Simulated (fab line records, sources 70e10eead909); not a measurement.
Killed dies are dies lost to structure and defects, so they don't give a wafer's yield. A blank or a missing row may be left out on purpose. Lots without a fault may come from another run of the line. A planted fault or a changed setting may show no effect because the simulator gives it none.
Chamber matching | flow nand_harc | NHARC_A_CONTACT_ETCH_90 on rie_diel-07: 4 sister chambers
The step etches the open film in CH3F/O2, target depth 40 nm, time 85.7 s. 16 wafers are shown with their chamber, then 8 later ones without.

WAFERS WITH THEIR CHAMBER
wafer  | chamber | drypump_motor_current_A (A) | showerhead_plenum_p_Torr (Torr) | rf_vpp_V (V)
L074.1 | 1       | 5.4                         | 2.60                            | 245.7
L074.5 | 2       | 5.5                         | 2.38                            | 245.0
L074.6 | 3       | 6.8                         | 2.57                            | 246.4
L083.1 | 1       | 5.4                         | 2.60                            | 245.8
L083.2 | 3       | 6.8                         | 2.57                            | 245.6
L083.5 | 3       | 6.7                         | 2.57                            | 246.4
L086.2 | 1       | 5.4                         | 2.59                            | 245.9
L086.3 | 0       | 5.7                         | 2.32                            | 242.4
L086.4 | 2       | 5.5                         | 2.37                            | 242.9
L087.1 | 3       | 6.8                         | 2.57                            | 246.0
L087.2 | 0       | 5.7                         | 2.32                            | 242.5
L087.3 | 2       | 5.5                         | 2.37                            | 242.7
L088.2 | 1       | 5.4                         | 2.59                            | 246.4
L088.3 | 3       | 6.8                         | 2.57                            | 244.7
L088.6 | 0       | 5.7                         | 2.32                            | 243.0
L094.1 | 0       | 5.7                         | 2.31                            | 242.3

SIGNATURES (means of the wafers above)
reading                  | chamber 0 | chamber 1 | chamber 2 | chamber 3 | scatter within a chamber
drypump_motor_current_A  | 5.700     | 5.400     | 5.500     | 6.780     | 0.0258
showerhead_plenum_p_Torr | 2.3175    | 2.5950    | 2.3733    | 2.5700    | 0.00449
rf_vpp_V                 | 242.550   | 245.950   | 243.533   | 245.820   | 0.697
Rule: a wafer's distance from a chamber is the root of the sum, over the readings, of the square of ((its reading less the chamber's mean) divided by the reading's scatter). The wafer belongs to the nearest chamber; if the next one is less than 2 further off, it can't be placed. The scatter: the root of (the sum of the squares of (reading less its chamber's mean) over the shown wafers, divided by (wafers less chambers)).

WAFERS WITHOUT THEIR CHAMBER
wafer  | drypump_motor_current_A (A) | showerhead_plenum_p_Torr (Torr) | rf_vpp_V (V)
L094.4 | 5.4                         | 2.59                            | 245.4
L094.6 | 6.8                         | 2.56                            | 245.5
L096.1 | 6.8                         | 2.56                            | 244.8
L096.4 | 5.4                         | 2.59                            | 244.5
L096.6 | 5.5                         | 2.37                            | 244.0
L095.1 | 5.7                         | 2.31                            | 243.2
L095.4 | 5.5                         | 2.37                            | 242.6
L095.6 | 5.4                         | 2.59                            | 246.0

WHICH CHAMBER EACH WENT THROUGH
wafer  | from the rows above | in truth
L094.4 | 1                   | 1
L094.6 | 3                   | 3
L096.1 | 3                   | 3
L096.4 | 1                   | 1
L096.6 | 2                   | 2
L095.1 | 0                   | 0
L095.4 | 2                   | 2
L095.6 | 1                   | 1
Placed correctly: 8 of 8. Can't be placed from these rows: 0. Placed wrongly: 0.
